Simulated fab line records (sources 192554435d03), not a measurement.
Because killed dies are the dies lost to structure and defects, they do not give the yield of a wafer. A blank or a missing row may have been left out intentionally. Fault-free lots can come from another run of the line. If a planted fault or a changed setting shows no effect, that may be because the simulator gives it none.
fab line records    flow n5_finfet
record: lots: 9  wafers: 27  last_day: 18
route steps=1938 shown SD_EPI_P@327 SD_ACTIVATION@330 ILD0@338 BEOL_M4@1111 PASSIVATION@1936
lots with no fault: from the same line, run without faults
start_h: hours from the record's first day to the start of the lot's first wafer shown    wait_h: how many hours have passed since the lot's step before this one    " repeats the value in the row above    L1.1+2: a row that stands for several wafers    - no value present, or no start provided    * or withheld: withheld    < > ~ a bound
route shown NAME@n: a module of which the file shows steps, and the number in the route of the first    usual: mean/standard deviation taken from wafers without a fault    same: alike in all rows    chamber/n: place in a boat    sites: per-site readings    _std_site: the standard deviation of these    _edge_site: outer sites' mean less inner sites'    radius_mm: how far each site lies from the wafer's centre    mask NAME#n: copy n    behind: tool/chamber where the wafer was last shaped    hold: the reason the lot was held/the length of the hold in hours/how it ended    device: whichever transistor did not switch (one of n, p or np)    end of line: at the end of the route, the tests of the same wafers    step lacking rows: just its recipe    killed: dies that structure and defects cost at the first sort, which is not the same as the wafer's yield    map: a wafer's dies, x killed, . not, _ none there
set.NAME: the setting that was run; set.NAME@STEP: the one run at that earlier step    model.NAME: the simulator's own value behind a step, which no gauge read
route steps across a sampled set of lots; one table per step, one row per wafer
services: from which hour (start_h, from the record's first day; less than 0 if before it) a tool's chamber was out of use, for how many hours, and why
== steps ==
step: N5_SD_EPI_P_PRECLEAN_33
recipe: chemistry: SC2  time_s: 45  temp_c: 35  mix: 1:1:50
lot.wafer   tool          chamber  start_h  wait_h
L599.1+4+6  wet_bench-05  4,5,6    72.18    0.0
L605.2+4+6  wet_bench-05  1,5,6    108.87   0.0
L610.3+4+6  wet_bench-05  2,7,1    137.40   0.0
L613.3+4+6  wet_bench-04  0,3,2    155.31   0.0
L616.2+5+6  wet_bench-04  3,4,1    171.76   0.0
L617.1+4+6  wet_bench-04  1,6,5    177.61   0.0
L618.1+3+4  wet_bench-04  0,7,5    184.16   0.0
L619.2+3+4  wet_bench-04  4,7,3    192.13   0.0
L620.1+2+6  wet_bench-05  5,7,3    195.11   0.0
step: N5_SD_EPI_P_INSPECT_26
recipe: inspect_instrument: darkfield  mode: post_epi
usual: raw_defect_count: 178/35
lot.wafer  tool               chamber  start_h  wait_h  raw_defect_count
L599.1     defect_inspect-01  -        72.23    0.0     232
L599.4     "                  -        "        "       197
L599.6     "                  -        "        "       215
L605.2     defect_inspect-01  -        108.93   0.0     1321
L605.4     "                  -        "        "       1230
L605.6     "                  -        "        "       1305
L610.3     defect_inspect-02  -        137.45   0.0     1265
L610.4     "                  -        "        "       1259
L610.6     "                  -        "        "       1289
L613.3     defect_inspect-02  -        155.36   0.0     185
L613.4     "                  -        "        "       113
L613.6     "                  -        "        "       232
L616.2     defect_inspect-01  -        171.81   0.0     141
L616.5     "                  -        "        "       189
L616.6     "                  -        "        "       245
L617.1     defect_inspect-01  -        177.66   0.0     195
L617.4     "                  -        "        "       212
L617.6     "                  -        "        "       131
L618.1     defect_inspect-02  -        184.21   0.0     204
L618.3     "                  -        "        "       185
L618.4     "                  -        "        "       180
L619.2     defect_inspect-01  -        192.18   0.0     190
L619.3     "                  -        "        "       217
L619.4     "                  -        "        "       199
L620.1     defect_inspect-02  -        195.16   0.0     141
L620.2     "                  -        "        "       168
L620.6     "                  -        "        "       156
step: N5_SD_ACTIVATION_RTA_00
recipe: temp_c: 975  time_s: 0  ambient: N2  idle_temp_c: 600  ramp_up_c_per_s: 150  ramp_down_c_per_s: 60  cool_to_c: 600
usual: lamp_power_pct: 8.96/0.052  wafer_temp_C_max: 975.0/1.9
lot.wafer  tool           chamber  start_h  wait_h  lamp_power_pct  wafer_temp_C_max
L599.1     rtp_anneal-02  0        72.26    0.0     8.97            977.1
L599.4     "              0        "        "       8.90            974.9
L599.6     "              0        "        "       9.00            975.6
L605.2     rtp_anneal-01  0        108.98   0.1     8.99            975.7
L605.4     "              0        "        "       8.98            974.7
L605.6     "              0        "        "       8.99            976.0
L610.3     rtp_anneal-01  0        137.54   0.1     9.06            974.2
L610.4     "              0        "        "       8.98            979.9
L610.6     "              0        "        "       8.83            976.0
L613.3     rtp_anneal-02  0        155.48   0.1     9.02            972.9
L613.4     "              0        "        "       9.05            972.1
L613.6     "              0        "        "       8.93            974.8
L616.2     rtp_anneal-01  0        171.92   0.1     8.95            974.5
L616.5     "              0        "        "       8.99            974.2
L616.6     "              0        "        "       8.94            975.7
L617.1     rtp_anneal-01  0        177.69   0.0     8.95            978.1
L617.4     "              0        "        "       8.95            974.0
L617.6     "              0        "        "       8.98            974.1
L618.1     rtp_anneal-01  0        184.24   0.0     8.96            975.4
L618.3     "              0        "        "       8.98            974.7
L618.4     "              0        "        "       8.93            975.9
L619.2     rtp_anneal-01  0        192.24   0.1     8.99            977.0
L619.3     "              0        "        "       9.01            973.6
L619.4     "              0        "        "       8.90            975.5
L620.1     rtp_anneal-01  0        195.19   0.0     8.96            973.2
L620.2     "              0        "        "       8.99            976.3
L620.6     "              0        "        "       8.95            973.5
step: N5_ILD0_CMP_03
recipe: stop_on: SiNx  t_overpolish_s: 1.9  post_cmp_clean: alkaline_brush  down_force_psi: 4.1491  platen_rpm: 51.796  pad_velocity_m_s: 1.0306  target_thk_nm: 197.38
usual: motor_current_A: 12.5/0.97  overpolish_run_s: 1.900/0.0097  pad_life_wafers: 842/520  slurry_flow_ml_min: 150.0/0.48  time_to_endpoint_s: 72/3.6
lot.wafer  tool    chamber  start_h  wait_h  motor_current_A  overpolish_run_s  pad_life_wafers  slurry_flow_ml_min  time_to_endpoint_s
L599.4     cmp-03  2        75.97    0.1     13.7             1.913             1567             150.3               74
L599.1     "       0        "        "       11.4             1.895             1569             150.2               68
L599.6     "       2        "        "       13.4             1.906             -                150.9               70
L605.2     cmp-01  3        112.09   0.0     12.2             1.906             534              150.0               73
L605.4     "       0        "        "       12.3             1.898             535              149.4               73
L605.6     "       3        "        "       12.3             1.892             -                149.6               76
L610.3     cmp-01  1        140.66   0.1     14.2             1.915             805              149.8               79
L610.4     "       2        "        "       11.5             1.891             806              150.1               74
L610.6     "       0        "        "       12.6             1.914             -                149.7               76
L613.3     cmp-04  3        158.54   0.0     12.6             1.879             1500             149.8               74
L613.4     "       1        "        "       11.5             1.888             1502             149.8               78
L613.6     "       3        "        "       12.9             1.910             -                149.7               81
L616.2     cmp-01  3        175.11   0.1     12.1             1.899             1070             150.3               69
L616.6     "       1        "        "       14.9             1.910             -                150.1               71
L616.5     "       2        "        "       10.5             1.885             -                149.4               66
L617.1     cmp-01  2        181.11   0.3     11.9             1.891             1129             150.6               72
L617.4     "       0        "        "       12.8             1.912             1131             149.9               76
L617.6     "       2        "        "       11.3             1.898             -                150.7               71
L618.4     cmp-03  3        187.38   0.0     11.3             1.896             474              149.7               69
L618.3     "       0        "        "       12.4             1.905             475              151.3               73
L618.1     "       2        "        "       12.9             1.897             477              149.5               71
L619.2     cmp-03  0        195.76   0.1     11.7             1.915             535              149.3               71
L619.4     "       1        "        "       12.7             1.890             536              150.0               72
L619.3     "       2        "        "       13.2             1.886             537              149.7               73
L620.2     cmp-04  2        198.70   0.0     13.1             1.897             1806             150.8               70
L620.1     "       0        "        "       13.1             1.896             1808             150.2               72
L620.6     "       3        "        "       12.4             1.902             -                149.9               76
step: N5_ILD0_CMP_12
recipe: stop_on: poly-Si  material: SiNx  t_overpolish_s: 6  post_cmp_clean: alkaline_brush  down_force_psi: 2.5  platen_rpm: 51.8  pad_velocity_m_s: 1.0307  target_thk_nm: 17.67
usual: motor_current_A: 9.1/0.66  overpolish_run_s: 6.001/0.0097  pad_life_wafers: 1180/520  slurry_flow_ml_min: 150.0/0.45  time_to_endpoint_s: 29.1/2.2
lot.wafer  tool    chamber  start_h  wait_h  motor_current_A  overpolish_run_s  pad_life_wafers  slurry_flow_ml_min  time_to_endpoint_s
L599.4     cmp-03  2        79.54    1.2     9.8              6.006             1592             149.4               29.8
L599.1     "       3        "        "       8.5              6.001             1593             150.1               28.0
L599.6     "       1        "        "       9.6              5.997             -                149.9               27.9
L605.4     cmp-03  0        115.86   1.2     8.8              6.014             1878             150.1               27.5
L605.2     "       2        "        "       9.3              5.994             1880             150.3               30.2
L605.6     "       0        "        "       8.6              6.007             -                149.8               30.4
L610.4     cmp-04  1        144.15   1.1     8.1              6.002             1362             150.2               30.7
L610.3     "       2        "        "       9.3              5.994             1363             150.5               28.5
L610.6     "       2        "        "       8.8              5.997             -                150.3               29.6
L613.4     cmp-01  0        162.36   1.2     9.4              6.009             955              149.4               30.3
L613.3     "       1        "        "       10.3             5.994             956              149.9               30.6
L613.6     "       3        "        "       8.8              6.010             -                150.2               29.2
L616.2     cmp-03  1        179.71   1.2     10.1             6.003             398              150.1               30.8
L616.6     "       3        "        "       8.8              6.023             -                150.4               30.5
L616.5     "       0        "        "       8.6              6.006             -                150.2               31.8
L617.4     cmp-01  0        185.95   1.2     9.5              5.994             1177             149.0               31.0
L617.1     "       1        "        "       10.8             5.990             1178             150.4               29.0
L617.6     "       0        "        "       9.2              5.999             -                149.3               33.0
L618.4     cmp-01  0        190.95   1.2     10.1             6.010             1213             150.0               31.4
L618.1     "       1        "        "       10.7             6.000             1214             150.2               33.0
L618.3     "       2        "        "       8.2              6.004             1215             149.7               26.3
L619.3     cmp-01  2        199.26   1.1     8.3              6.005             1290             149.8               29.6
L619.4     "       3        "        "       9.4              5.984             1291             150.1               31.3
L619.2     "       1        "        "       10.5             5.992             1293             149.0               30.3
L620.1     cmp-01  3        202.24   1.1     8.5              6.005             1326             150.7               30.6
L620.2     "       2        "        "       8.1              5.988             1329             149.1               29.3
L620.6     "       0        "        "       9.9              6.003             -                150.5               31.5
step: N5_BEOL_M4_RC_MEAS_101
usual: DIBL_N: 36.0/1.7  DIBL_P: 36.0/2  IOFF_N: 0.156/0.028  IOFF_P: 0.21/0.04  ION_N: 673/12  ION_P: 463/8.3  SS_N: 71.4/0.6  SS_P: 73.3/0.66  VT_N: 250/3  VT_P: -250/3.8
lot.wafer  tool       chamber  start_h  wait_h  DIBL_N[mV/V]  DIBL_P[mV/V]  IOFF_N[nA/um]  IOFF_P[nA/um]  ION_N[uA/um]  ION_P[uA/um]  SS_N[mV/dec]  SS_P[mV/dec]  VT_N[mV]  VT_P[mV]
L599.1     prober-02  0        169.30   0.0     35.8          35.5          0.155          0.16           674           460           72.5          73.2          250       -257
L599.4     "          0        "        "       38.5          39.1          0.207          0.22           680           454           72.3          74.7          248       -251
L599.6     "          0        "        "       35.0          35.3          0.146          0.17           668           454           70.5          73.0          248       -256
L605.2     prober-02  0        208.03   0.2     36.1          35.1          0.155          0.20           669           462           71.7          73.6          252       -251
L605.4     "          0        "        "       36.3          35.6          0.168          0.22           681           465           70.9          73.2          248       -247
L605.6     "          0        "        "       36.6          35.9          0.159          0.22           673           461           71.8          74.5          251       -250
L610.3     prober-01  0        243.23   0.3     36.4          37.6          0.171          0.28           694           480           71.3          73.8          248       -240
L610.4     "          0        "        "       34.0          35.2          0.133          0.25           680           485           70.9          73.3          249       -243
L610.6     "          0        "        "       35.7          37.5          0.155          0.28           688           480           71.4          74.7          248       -244
L613.3     prober-02  0        263.12   0.3     38.2          39.8          0.180          0.26           676           466           71.8          73.4          248       -246
L613.4     "          0        "        "       37.0          38.4          0.150          0.23           660           456           71.2          73.9          251       -247
L613.6     "          0        "        "       34.4          35.9          0.121          0.20           663           460           70.9          72.9          253       -250
L616.2     prober-02  0        289.62   0.2     34.4          34.3          0.118          0.18           667           462           70.8          72.6          256       -251
L616.5     "          0        "        "       35.9          36.0          0.145          0.21           662           456           71.1          73.1          250       -251
L616.6     "          0        "        "       34.5          33.9          0.125          0.18           662           463           71.1          72.5          252       -252
L618.1     prober-02  0        296.62   0.0     34.3          34.3          0.137          0.20           671           463           71.6          73.4          252       -247
L618.3     "          0        "        "       34.2          33.8          0.136          0.19           672           468           70.3          72.6          250       -249
L618.4     "          0        "        "       34.4          34.6          0.143          0.21           675           472           70.9          73.2          249       -245
L619.2     prober-01  0        298.67   0.2     35.1          35.2          0.132          0.16           676           463           70.9          72.4          251       -254
L619.3     "          0        "        "       36.1          36.0          0.156          0.18           674           461           71.5          73.2          250       -256
L619.4     "          0        "        "       35.9          36.8          0.150          0.19           680           462           71.0          72.9          251       -253
L617.1     prober-01  0        300.79   0.0     38.1          38.5          0.208          0.24           692           468           71.7          73.9          247       -249
L617.4     "          0        "        "       37.2          36.4          0.179          0.20           673           455           71.9          73.5          249       -254
L617.6     "          0        "        "       38.8          38.3          0.202          0.25           686           466           72.1          74.6          246       -250
L620.1     prober-02  0        312.58   0.0     36.8          37.8          0.184          0.23           694           471           71.0          73.2          246       -249
L620.2     "          0        "        "       36.1          37.0          0.167          0.21           684           464           71.1          72.9          248       -251
L620.6     "          0        "        "       36.3          36.7          0.166          0.21           680           459           71.8          73.4          247       -253
step: N5_PASSIVATION_PROBE_49
usual: defect_limited_yield: 91.6/1.6  killed_at_M0_to_M3: 31/10  killed_at_M4_up: 14/6.3  killed_at_contacts: 12/6.1  killed_at_front_end: 39/12  killed_at_other: 3.7/2.8  killed_dies: 100/19  killed_on_rim: 13/4.2  killed_open: 66/14  killed_short: 33/8.1  sort_bin_5_function: 5.0/1.1  sort_bin_6_memory: 3.2/0.66  sort_n_pass: 1080/18  sort_yield_pct: 91.6/1.6
same: gross_dies: 1180  killed_at_back_side: 0  sort_bin_4_leakage[%]: 0  sort_bin_8_speed[%]: 0
lot.wafer  tool       chamber  start_h  wait_h  defect_limited_yield[%]  killed_at_M0_to_M3  killed_at_M4_up  killed_at_contacts  killed_at_front_end  killed_at_other  killed_dies  killed_on_rim  killed_open  killed_short  sort_bin_5_function[%]  sort_bin_6_memory[%]  sort_n_pass  sort_yield_pct[%]
L605.2     prober-01  -        314.25   0.1     86.6                     29                  19               13                  96                   1                158          29             55           22            7.2                     3.8                   1022         86.6
L605.4     prober-01  -        314.35   0.2     84.7                     28                  17               13                  121                  1                180          28             58           33            8.7                     2.5                   1000         84.7
L605.6     prober-01  -        314.45   0.3     82.7                     32                  9                17                  144                  2                204          42             64           32            9.9                     4.4                   976          82.7
L610.3     prober-02  -        347.85   0.1     86.9                     29                  5                4                   115                  2                155          24             40           30            7.9                     2.7                   1025         86.9
L610.4     prober-02  -        347.90   0.2     81.4                     33                  10               2                   169                  5                219          23             46           25            11.1                    3.5                   961          81.4
L610.6     prober-02  -        348.00   0.3     83.6                     44                  13               15                  119                  2                193          28             77           36            9.7                     4.3                   987          83.6
killed by level:class
L605.2 SD_EPI_P:unspecified=76 MOL_CONTACT_COAG:geometric_particle:open=9 BEOL_M0_SAQP:geometric_particle:open=8 BEOL_M0_SAQP:geometric_particle:short=6 FIN_SAQP:geometric_particle:open=5 BEOL_M4:geometric_particle:open=5 MOL_CONTACT_COAG:geometric_particle:short=4 STI_FIN_REVEAL:geometric_particle:open=3
L605.4 SD_EPI_P:unspecified=89 MOL_CONTACT_COAG:geometric_particle:open=12 FIN_SAQP:geometric_particle:short=10 BEOL_M2:geometric_particle:open=9 BEOL_M0_SAQP:geometric_particle:open=6 BEOL_M0_SAQP:geometric_particle:short=6 BEOL_M5:geometric_particle:open=6 FIN_SAQP:geometric_particle:open=4
L605.6 SD_EPI_P:unspecified=108 MOL_CONTACT_COAG:geometric_particle:open=15 FIN_SAQP:geometric_particle:open=14 BEOL_M2:geometric_particle:open=13 FIN_SAQP:geometric_particle:short=11 BEOL_M0_SAQP:geometric_particle:short=5 BEOL_M0_SAQP:geometric_particle:open=4 BEOL_M3:geometric_particle:open=4
L610.3 SD_EPI_P:unspecified=85 FIN_SAQP:geometric_particle:open=11 BEOL_M2:geometric_particle:open=9 BEOL_M0_SAQP:geometric_particle:short=6 BEOL_M0_SAQP:geometric_particle:open=5 BEOL_M3:geometric_particle:short=4 SDB:geometric_particle:short=3 FIN_SAQP:geometric_particle:short=3
L610.4 SD_EPI_P:unspecified=145 BEOL_M1:geometric_particle:open=9 FIN_SAQP:geometric_particle:open=7 BEOL_M0_SAQP:geometric_particle:short=7 BEOL_M3:geometric_particle:open=6 GATE_CUT:geometric_particle:short=5 STI_FIN_REVEAL:geometric_particle:open=4 BEOL_M0_SAQP:geometric_particle:open=4
L610.6 SD_EPI_P:unspecified=78 MOL_CONTACT_COAG:geometric_particle:open=13 FIN_SAQP:geometric_particle:open=10 BEOL_M0_SAQP:geometric_particle:short=10 BEOL_M1:geometric_particle:open=9 BEOL_M0_SAQP:geometric_particle:open=8 BEOL_M3:geometric_particle:open=7 STARTING-WAFER:geometric_particle:open=6
== services ==
tool           chamber  start_h  hours  kind
cmp-01         -        48.32    -      consumable_replace:conditioner
cmp-01         -        48.32    -      consumable_replace:pad
rtp_anneal-01  -        83.86    3.5    pm
cmp-03         -        92.40    3.5    pm
cmp-04         -        111.92   6.0    pm
cmp-01         -        118.04   1.8    repair
cmp-03         -        127.85   4.0    pm
cmp-03         -        131.85   -      consumable_replace:conditioner
cmp-03         -        131.85   -      consumable_replace:pad
cmp-03         -        141.38   0.2    repair
cmp-04         -        152.57   1.3    repair
wet_bench-05   -        174.34   1.9    pm
cmp-04         -        176.96   4.8    pm
== key ==
first_sign: step: N5_SD_EPI_P_INSPECT_26  reading: raw_defect_count  direction: up  sigmas: 31  usual: 178  struck: 1278
effect: step: N5_PASSIVATION_PROBE_49  reading: killed_at_front_end  direction: up  sigmas: 7.2  usual: 39  struck: 127
more_kills_born_at: N5_SD_EPI_P_PRECLEAN_33@wet_bench-05: 581
met_at N5_SD_EPI_P_PRECLEAN_33
struck_lots L605,L610
not_acting_at N5_SD_ACTIVATION_RTA_00,N5_ILD0_CMP_03,N5_ILD0_CMP_12
onset_between 72.18 108.87
fault: kind: chamber_particle_source  tool: wet_bench-05  chamber: -  onset_h: 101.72  steps: N5_SD_EPI_P_PRECLEAN_33  rate_per_visit_cm2: 1.7203  end_h: 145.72
